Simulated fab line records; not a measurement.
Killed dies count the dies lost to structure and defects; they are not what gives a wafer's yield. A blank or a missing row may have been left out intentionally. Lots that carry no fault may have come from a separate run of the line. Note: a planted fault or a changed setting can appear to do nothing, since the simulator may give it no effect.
fab line records	flow n5-finfet
record lots=12	wafers=34	last-day=18
route steps=1938 shown HKMG_FIN@421 PASSIVATION@1936
lots that met no fault: from a run of the same line without faults
start-h: hours from the record's opening day to when the first of the lot's shown wafers began	wait-h: how many hours have passed since the lot's step before this one	" repeats the value in the row above	L1.1+2: a single row standing in for several wafers	- no value, or no start was given	* or withheld: withheld	< > ~ a bound
route shown NAME@n: a module of which the file shows steps, and the number in the route of the first	usual: mean/standard deviation of fault-free wafers	same: alike in all rows	chamber/n: place in a boat	sites: each site's reading	_std_site: standard deviation across them	_edge_site: the outer-site mean with the inner-site mean subtracted	radius-mm: how far each site lies from the wafer's centre	mask NAME#n: copy n	behind: tool/chamber where the wafer was last shaped	hold: why the lot was held/for how many hours/how that ended	device: the n, p or np transistor that did not switch	end of line: the tests these same wafers got at the end of their route	for a step that has no rows: nothing shown but its recipe	killed: the dies lost at the first sort to structure and to defects; this is not the yield of the wafer	map: a wafer's dies, marking killed ones x, the rest . and places with no die _
set.NAME: the setting the step ran with; set.NAME@STEP: the setting that earlier step ran with	model.NAME: the simulator's own value behind a step, which no gauge read
the route's steps for a sample of lots (tables are steps, rows are wafers)
services: when a tool's chamber went out of use (start-h, in hours from the record's first day, below 0 if earlier), for how many hours, and the reason
## steps
# step N5_HKMG_FIN_PWFM_ALD_03
# recipe material=TiN	target-thk-a=20	temp-c=400	ald-precursor-family=TiCl4	ald-co-reactant=NH3	pulse-time-s=1	purge-time-s=3	co-reactant-purge-time-s=2	co-reactant-pulse-time-s=2	ald-cycles=91	pressure-torr=3
# usual ald-cycles=91/0	heater-power-w=883/58	precursor-pulse-height-rel=1.000/0.019
# same co-reactant-purge-time-s=2
lot.wafer	tool	chamber	start-h	wait-h	ald-cycles	heater-power-w	precursor-pulse-height-rel	since-wet-clean-h
L721.2	ald-metal-02	2	72.88	0.0	91	861	1.012	4351
L721.5	"	0	"	"	91	947	0.999	-
L726.1	ald-metal-03	0	104.99	0.0	91	818	1.013	2845
L726.3	"	2	"	"	91	912	0.999	2845
L729.1	ald-metal-02	1	130.73	0.0	91	908	0.980	4409
L729.5	"	1	"	"	91	934	1.029	-
L729.6	"	0	"	"	91	945	0.994	-
L730.2	ald-metal-02	2	136.42	0.0	91	843	0.999	4415
L730.3	"	1	"	"	91	941	0.987	4415
L730.4	"	3	"	"	91	771	1.008	4415
L735.1	ald-metal-02	0	156.65	0.0	91	960	0.993	4435
L735.2	"	2	"	"	91	863	0.987	4435
L735.5	"	1	"	"	91	934	0.995	-
L734.3	ald-metal-03	2	158.81	0.0	91	892	0.993	2899
L734.4	"	1	"	"	91	901	0.983	-
L734.5	"	2	"	"	91	894	0.999	-
L736.1	ald-metal-04	3	165.08	0.0	91	967	1.018	1366
L736.4	"	0	"	"	91	823	0.986	1366
L736.6	"	1	"	"	91	965	0.988	-
L738.1	ald-metal-04	3	182.43	0.1	91	946	1.000	1384
L738.3	"	2	"	"	91	872	1.021	1384
L738.6	"	3	"	"	91	935	0.990	-
L741.1	ald-metal-03	1	197.06	0.0	91	895	1.016	2937
L741.2	"	0	"	"	91	838	1.019	2937
L741.5	"	3	"	"	91	864	1.024	-
L742.1	ald-metal-02	0	203.58	0.0	91	966	0.991	4482
L742.2	"	1	"	"	91	926	0.991	4482
L742.5	"	1	"	"	91	927	1.018	-
L743.1	ald-metal-04	2	208.44	0.0	91	900	0.994	1410
L743.2	"	3	"	"	91	960	1.027	1410
L743.6	"	3	"	"	91	954	1.017	-
L744.1	ald-metal-02	2	216.55	0.0	91	847	0.993	4495
L744.3	"	0	"	"	91	954	0.998	4495
L744.5	"	3	"	"	91	780	0.994	-
# step N5_HKMG_FIN_STRIP_92
# recipe chemistry=N2/H2	material=SOC	time-s=20	power-w=500	temp-c=40	pressure-mtorr=50	rf-frequency-hz=6e+07	bias-power-w=8	h2-frac=0.5	n2-flow-sccm=300	h2-flow-sccm=300
# usual drypump-motor-current-A=5.9/0.46	n2-flow-sccm=300.0/0.81	oes-product-au=0.80/0.083	power-w=499.8/1.5	rf-vpp-V=54.4/0.84	showerhead-plenum-p-Torr=3.45/0.099	throttle-valve-pct=18.9/0.51
lot.wafer	tool	chamber	start-h	wait-h	drypump-motor-current-A	n2-flow-sccm	oes-product-au	power-w	rf-hours-counter-h	rf-vpp-V	showerhead-plenum-p-Torr	throttle-valve-pct
L721.2	rie-diel-05	3	74.40	0.1	5.9	300.2	0.74	499.7	182	54.2	3.45	18.1
L721.5	"	3	"	"	5.8	299.0	0.74	499.1	-	54.3	3.45	18.1
L726.1	rie-diel-04	2	106.24	0.1	6.3	299.7	0.85	498.7	64	55.0	3.58	19.1
L726.3	"	1	"	"	5.8	300.3	0.69	498.2	204	55.3	3.48	19.2
L729.1	rie-diel-06	1	132.10	0.1	6.5	300.4	0.89	502.2	31	53.7	3.54	18.5
L729.5	"	0	"	"	6.4	300.2	0.72	500.5	-	52.7	3.49	19.5
L729.6	"	1	"	"	6.5	300.3	0.89	498.1	-	55.9	3.54	18.5
L730.2	rie-diel-06	1	137.79	0.1	6.5	300.8	0.89	499.6	33	55.3	3.54	18.5
L730.3	"	0	"	"	6.3	301.8	0.73	500.4	186	55.1	3.49	19.5
L730.4	"	2	"	"	5.9	301.0	0.66	498.4	246	52.5	3.27	18.5
L735.1	rie-diel-04	1	158.04	0.1	5.8	299.4	0.68	500.2	221	56.0	3.47	19.2
L735.2	"	3	"	"	6.3	300.6	0.85	498.5	68	54.1	3.43	19.3
L735.5	"	1	"	"	5.8	298.8	0.69	502.0	-	54.5	3.47	19.2
L734.3	rie-diel-06	1	160.31	0.1	6.5	300.6	0.88	499.5	-	54.2	3.53	18.5
L734.4	"	0	"	"	6.3	299.7	0.71	498.1	-	54.4	3.48	19.5
L734.5	"	1	"	"	6.5	300.5	0.88	501.3	-	55.5	3.53	18.5
L736.1	rie-diel-05	2	171.69	0.1	5.4	299.9	0.84	498.4	72	55.4	3.28	18.5
L736.4	"	3	"	"	5.9	301.3	0.71	500.8	216	56.0	3.43	18.1
L736.6	"	0	"	"	6.2	300.1	0.89	500.3	-	53.7	3.52	18.3
L738.1	rie-diel-06	1	183.80	0.1	6.5	299.9	0.88	499.7	50	55.2	3.53	18.5
L738.3	"	0	"	"	6.4	300.9	0.70	500.8	203	54.2	3.48	19.6
L738.6	"	3	"	"	5.0	301.1	0.74	500.0	-	54.7	3.50	19.4
L741.1	rie-diel-04	3	198.43	0.1	6.3	299.2	0.82	499.5	83	53.9	3.42	19.3
L741.2	"	2	"	"	6.3	300.4	0.81	497.8	95	55.9	3.56	19.2
L741.5	"	3	"	"	6.3	299.4	0.82	499.5	-	53.6	3.42	19.3
L742.1	rie-diel-04	1	204.99	0.1	5.8	299.9	0.67	499.6	239	52.7	3.46	19.3
L742.2	"	2	"	"	6.3	299.4	0.80	502.8	98	54.1	3.56	19.2
L742.5	"	1	"	"	5.8	299.7	0.67	498.5	-	54.8	3.46	19.3
L743.1	rie-diel-04	0	209.81	0.1	5.0	299.2	0.87	498.4	58	54.2	3.23	18.3
L743.2	"	3	"	"	6.3	300.0	0.82	499.4	89	54.8	3.42	19.3
L743.6	"	1	"	"	5.8	300.2	0.67	500.8	-	53.6	3.46	19.3
L744.1	rie-diel-05	3	217.93	0.1	5.9	300.8	0.71	500.3	231	55.5	3.42	18.1
L744.3	"	2	"	"	5.4	300.2	0.83	499.9	87	53.5	3.27	18.6
L744.5	"	0	"	"	6.2	300.9	0.85	500.1	-	55.3	3.52	18.4
# step N5_HKMG_FIN_ALD_91
# recipe material=TiN	target-thk-a=10	temp-c=400	ald-precursor-family=TiCl4	ald-co-reactant=NH3	pulse-time-s=1	purge-time-s=3	co-reactant-purge-time-s=2	co-reactant-pulse-time-s=2	ald-cycles=47	pressure-torr=3
# usual ald-cycles=47/0	heater-power-w=882/51	precursor-pulse-height-rel=1.000/0.019
# same co-reactant-purge-time-s=2
lot.wafer	tool	chamber	start-h	wait-h	ald-cycles	heater-power-w	precursor-pulse-height-rel	since-wet-clean-h
L721.2	ald-metal-04	2	74.94	0.3	47	885	0.974	1276
L721.5	"	0	"	"	47	843	1.028	-
L726.1	ald-metal-04	3	106.77	0.3	47	921	1.005	1308
L726.3	"	2	"	"	47	858	0.997	1308
L729.1	ald-metal-04	1	132.63	0.3	47	948	1.029	1334
L729.5	"	2	"	"	47	849	1.007	-
L729.6	"	3	"	"	47	945	1.071	-
L730.2	ald-metal-04	1	138.32	0.3	47	968	1.014	1340
L730.3	"	2	"	"	47	862	1.009	1340
L730.4	"	0	"	"	47	845	0.997	1340
L735.1	ald-metal-04	0	158.57	0.3	47	832	0.971	1360
L735.2	"	2	"	"	47	871	0.992	1360
L735.5	"	0	"	"	47	842	1.026	-
L734.3	ald-metal-04	3	160.85	0.1	47	976	1.016	1362
L734.4	"	0	"	"	47	837	1.010	1362
L734.5	"	2	"	"	47	878	1.011	-
L736.1	ald-metal-04	3	172.22	0.3	43	971	1.008	1374
L736.4	"	2	"	"	43	863	1.001	1374
L736.6	"	1	"	"	43	947	0.965	-
L738.1	ald-metal-04	0	184.33	0.3	43	817	0.973	1386
L738.3	"	3	"	"	43	952	1.005	1386
L738.6	"	2	"	"	43	856	0.999	-
L741.1	ald-metal-02	0	198.96	0.3	47	977	0.999	4477
L741.2	"	1	"	"	47	911	0.994	4477
L741.5	"	1	"	"	47	931	1.005	-
L742.1	ald-metal-03	2	205.52	0.3	47	901	1.020	2945
L742.2	"	0	"	"	47	842	1.012	2945
L742.5	"	0	"	"	47	827	1.015	-
L743.1	ald-metal-02	2	210.34	0.3	47	827	0.991	4489
L743.2	"	1	"	"	47	912	0.985	4489
L743.6	"	1	"	"	47	943	0.987	-
L744.1	ald-metal-03	3	218.46	0.3	47	852	0.997	2958
L744.3	"	0	"	"	47	840	0.988	2958
L744.5	"	1	"	"	47	907	0.965	-
# step N5_HKMG_FIN_ETCH_67
# recipe chemistry=N2/H2	target=SOC	target-depth-a=3889	stop-on=TiN	ion-energy-ev=100	bias-w=61	pressure-mtorr=30	source-w=850	n2-flow-sccm=200	h2-flow-sccm=200
# usual drypump-motor-current-A=5.9/0.48	n2-flow-sccm=200.1/0.6	oes-product-au=0.78/0.073	rf-vpp-V=241.5/1.3	showerhead-plenum-p-Torr=2.61/0.083	throttle-valve-pct=17.71/0.29
lot.wafer	tool	chamber	start-h	wait-h	drypump-motor-current-A	n2-flow-sccm	oes-product-au	rf-hours-counter-h	rf-vpp-V	showerhead-plenum-p-Torr	throttle-valve-pct
L721.2	rie-diel-06	2	76.36	-	5.9	199.8	0.68	225	240.0	2.48	17.54
L721.5	"	2	"	"	5.9	200.4	0.68	-	239.1	2.48	17.55
L726.1	rie-diel-04	2	108.61	-	6.3	198.0	0.82	65	243.3	2.72	17.91
L726.3	"	3	"	"	6.3	200.1	0.85	54	243.8	2.61	17.66
L729.1	rie-diel-06	0	134.11	-	6.4	201.4	0.73	185	240.4	2.64	18.14
L729.5	"	0	"	"	6.4	200.2	0.73	-	241.3	2.64	18.13
L729.6	"	1	"	"	6.5	200.2	0.86	-	242.1	2.69	17.51
L730.2	rie-diel-06	0	139.83	-	6.4	200.3	0.73	187	241.0	2.64	18.13
L730.3	"	3	"	"	5.1	199.2	0.75	164	241.8	2.66	17.94
L730.4	"	1	"	"	6.5	201.0	0.85	34	243.8	2.69	17.54
L735.1	rie-diel-05	2	160.22	-	5.4	200.9	0.83	70	239.9	2.48	17.49
L735.2	"	0	"	"	6.2	199.5	0.88	26	242.8	2.67	17.26
L735.5	"	3	"	"	5.8	200.2	0.71	-	241.1	2.60	17.28
L734.3	rie-diel-04	1	162.26	-	5.8	200.2	0.68	223	241.7	2.63	17.81
L734.4	"	3	"	"	6.3	200.1	0.83	71	239.9	2.60	17.70
L734.5	"	0	"	"	5.0	200.0	0.87	-	240.6	2.45	17.63
L736.1	rie-diel-06	3	173.66	-	5.0	199.4	0.74	173	242.0	2.66	17.95
L736.4	"	0	"	"	6.3	200.2	0.71	-	240.5	2.64	18.15
L736.6	"	1	"	"	6.5	200.4	0.83	-	242.5	2.68	17.56
L738.1	rie-diel-04	1	185.92	-	5.8	199.3	0.67	230	242.9	2.63	17.81
L738.3	"	0	"	"	5.0	201.0	0.86	53	239.5	2.45	17.66
L738.6	"	2	"	"	6.3	201.3	0.80	-	241.4	2.71	17.94
L741.1	rie-diel-06	2	200.54	-	5.9	200.4	0.93	8	239.9	2.47	17.17
L741.2	"	0	"	"	6.3	201.0	0.71	208	243.7	2.63	18.18
L741.5	"	1	"	"	6.4	200.1	0.83	-	242.0	2.68	17.56
L742.1	rie-diel-05	2	206.96	-	5.4	200.1	0.81	85	240.9	2.47	17.51
L742.2	"	0	"	"	6.2	200.2	0.85	41	241.9	2.67	17.29
L742.5	"	3	"	"	5.8	200.5	0.70	-	241.8	2.59	17.29
L743.1	rie-diel-05	0	211.75	-	6.2	199.0	0.85	42	242.6	2.67	17.29
L743.2	"	2	"	"	5.4	199.9	0.82	86	237.0	2.47	17.50
L743.6	"	1	"	"	5.8	200.2	0.73	-	241.7	2.65	18.25
L744.1	rie-diel-04	2	219.87	-	6.3	200.0	0.78	103	242.2	2.70	17.95
L744.3	"	3	"	"	6.3	200.5	0.81	92	240.8	2.59	17.73
L744.5	"	1	"	"	5.8	199.3	0.66	-	241.3	2.62	17.84
# step N5_PASSIVATION_PROBE_49
# usual killed_at_M0_to_M3=33/9.9	killed_at_M4_up=15/5.6	killed-at-contacts=13/5.7	killed-at-front-end=38/12	killed-at-other=4/3.1	killed-dies=103/17	killed-open=66/13	killed-short=32/7.8
# same gross-dies=1180	killed-at-back-side=0
lot.wafer	tool	chamber	start-h	wait-h	killed_at_M0_to_M3	killed_at_M4_up	killed-at-contacts	killed-at-front-end	killed-at-other	killed-dies	killed-open	killed-short
L736.1	prober-01	-	371.55	0.0	33	18	13	64	2	130	63	26
L736.4	prober-01	-	371.70	0.2	27	11	4	67	0	109	56	21
L736.6	prober-01	-	371.80	0.3	36	10	3	53	2	104	71	32
L741.1	prober-02	-	399.95	0.0	14	11	5	50	5	85	42	31
L741.2	prober-02	-	400.00	0.1	37	18	16	38	4	113	62	46
L741.5	prober-02	-	400.15	0.2	25	13	18	33	6	95	61	30
L743.1	prober-02	-	406.15	0.0	32	9	12	33	2	88	50	37
L743.2	prober-02	-	406.20	0.1	29	12	5	49	0	95	52	36
L743.6	prober-02	-	406.40	0.3	42	5	10	20	2	79	47	29
L742.1	prober-01	-	419.00	0.0	38	18	14	41	8	119	85	32
L742.2	prober-01	-	419.05	0.1	19	8	8	46	9	90	57	27
L742.5	prober-01	-	419.20	0.2	19	8	8	34	6	75	56	18
# killed by level:class
L736.1 HKMG_FIN:area-ald=37 MOL_CONTACT_COAG:geometric-particle:open=11 BEOL_M4:geometric-particle:open=10 STI_FIN_REVEAL:geometric-particle:open=8 BEOL_M1:geometric-particle:open=8 FIN_SAQP:geometric-particle:open=6 BEOL_M0_SAQP:geometric-particle:short=5 BEOL_M2:geometric-particle:open=5
L736.4 HKMG_FIN:area-ald=30 FIN_SAQP:geometric-particle:open=10 BEOL_M1:geometric-particle:open=10 FIN_SAQP:geometric-particle:short=6 BEOL_M0_SAQP:geometric-particle:open=5 BEOL_M4:geometric-particle:open=5 BEOL_M0_SAQP:geometric-particle:short=4 BEOL_M3:geometric-particle:open=4
L736.6 STI_FIN_REVEAL:geometric-particle:open=18 FIN_SAQP:geometric-particle:open=10 BEOL_M1:geometric-particle:open=10 BEOL_M3:geometric-particle:open=7 GATE_CUT:geometric-particle:open=5 BEOL_M0_SAQP:geometric-particle:open=5 BEOL_M0_SAQP:geometric-particle:short=5 FIN_SAQP:geometric-particle:short=3
L741.1 FIN_SAQP:geometric-particle:open=12 FIN_SAQP:geometric-particle:short=10 HKMG_FIN:area-etch=8 BEOL_M3:geometric-particle:open=6 MOL_CONTACT_COAG:geometric-particle:open=4 BEOL_M0_SAQP:geometric-particle:short=4 STARTING-WAFER:geometric-particle:short=4 DUMMY_GATE:geometric-particle:short=3
L741.2 MOL_CONTACT_COAG:geometric-particle:open=13 FIN_SAQP:geometric-particle:short=9 BEOL_M0_SAQP:geometric-particle:short=9 FIN_SAQP:geometric-particle:open=8 BEOL_M3:geometric-particle:open=8 GATE_CUT:geometric-particle:short=6 BEOL_M4:geometric-particle:open=6 BEOL_M0:geometric-particle:open=5
L741.5 MOL_CONTACT_COAG:geometric-particle:open=17 FIN_SAQP:geometric-particle:open=11 BEOL_M3:geometric-particle:open=9 GATE_CUT:geometric-particle:short=6 BEOL_M0_SAQP:geometric-particle:short=6 BEOL_M5:geometric-particle:open=6 FIN_SAQP:geometric-particle:short=5 STARTING-WAFER:geometric-particle:open=3
L743.1 FIN_SAQP:geometric-particle:short=9 BEOL_M2:geometric-particle:open=9 MOL_CONTACT_COAG:geometric-particle:open=8 GATE_CUT:geometric-particle:short=7 BEOL_M0_SAQP:geometric-particle:short=6 BEOL_M3:geometric-particle:open=5 STI_FIN_REVEAL:geometric-particle:open=4 MOL_CONTACT_COAG:geometric-particle:short=4
L743.2 FIN_SAQP:geometric-particle:short=15 FIN_SAQP:geometric-particle:open=10 BEOL_M0_SAQP:geometric-particle:short=8 BEOL_M3:geometric-particle:open=8 STI_FIN_REVEAL:geometric-particle:open=6 BEOL_M0_SAQP:geometric-particle:open=5 BEOL_M4:geometric-particle:open=5 MOL_CONTACT_COAG:geometric-particle:open=4
L743.6 BEOL_M0_SAQP:geometric-particle:short=13 MOL_CONTACT_COAG:geometric-particle:open=9 BEOL_M3:geometric-particle:open=8 BEOL_M0_SAQP:geometric-particle:open=8 BEOL_M1:geometric-particle:open=5 FIN_SAQP:geometric-particle:open=3 GATE_CUT:geometric-particle:short=3 BEOL_M2:geometric-particle:open=3
L742.1 STI_FIN_REVEAL:geometric-particle:open=13 BEOL_M3:geometric-particle:open=12 MOL_CONTACT_COAG:geometric-particle:open=10 BEOL_M2:geometric-particle:open=9 BEOL_M3:geometric-particle:short=6 BEOL_M4:geometric-particle:open=6 DUMMY_GATE:geometric-particle:open=5 BEOL_M0_SAQP:geometric-particle:open=5
L742.2 STI_FIN_REVEAL:geometric-particle:open=13 FIN_SAQP:geometric-particle:open=7 MOL_CONTACT_COAG:geometric-particle:open=7 GATE_CUT:geometric-particle:short=4 BEOL_M2:geometric-particle:open=4 FIN_SAQP:geometric-particle:short=3 BEOL_M4:geometric-particle:open=3 ILD0:geometric-particle:short=3
L742.5 STI_FIN_REVEAL:geometric-particle:open=14 MOL_CONTACT_COAG:geometric-particle:open=7 FIN_SAQP:geometric-particle:open=4 DUMMY_GATE:geometric-particle:open=4 BEOL_M0_SAQP:geometric-particle:open=4 BEOL_M1:geometric-particle:open=4 BEOL_M3:geometric-particle:open=3 BEOL_M4:geometric-particle:open=3
## services
tool	chamber	start-h	hours	kind
rie-diel-06	2	59.96	2.2	repair
ald-metal-04	3	63.34	7.0	repair
rie-diel-04	1	65.80	6.9	repair
rie-diel-05	0	73.10	-	clean
rie-diel-05	0	73.10	-	consumable-replace:focus-ring
rie-diel-05	0	73.10	-	consumable-replace:showerhead
rie-diel-05	0	73.10	18.2	scheduled-down
rie-diel-05	0	73.10	18.2	vent-cycle
ald-metal-04	-	112.18	0.4	repair
rie-diel-05	2	133.03	8.9	repair
rie-diel-04	-	137.93	0.3	repair
rie-diel-06	2	146.63	-	clean
rie-diel-06	2	146.63	18.4	scheduled-down
rie-diel-06	2	146.63	18.4	vent-cycle
ald-metal-02	3	147.77	19.4	repair
ald-metal-03	0	155.29	8.0	repair
ald-metal-04	1	173.83	34.1	repair
rie-diel-06	-	176.36	0.6	repair
ald-metal-03	2	207.00	205.9	repair
## key
first-sign step=N5_HKMG_FIN_ALD_91	reading=ald-cycles	direction=down	sigmas=99+	usual=*	struck=*
effect none on later readings
met-at N5_HKMG_FIN_ALD_91
struck-lots L736,L738
rows-end L738.1,L738.3,L738.6
tester-left-out L736
not-acting-at N5_HKMG_FIN_PWFM_ALD_03,N5_HKMG_FIN_STRIP_92,N5_HKMG_FIN_ETCH_67
onset-between 160.85 172.22
fault kind=process-parameter-drift	tool=ald-metal-04	chamber=-	onset-h=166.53	steps=N5_HKMG_FIN_ALD_91	channel=ald-cycles	offset=*	shape=step	acts-in=*	stated=*
# tester-left-out: of these lots the tester's yield and bins aren't shown, on N5 and GAA mostly nor the transistor test; their killed dies are dies lost to structure and defects alone, not to doping, threshold or leakage, so they don't give the yield
# rows-end: these wafers met a further fault down the route, and their rows from its step on are left out
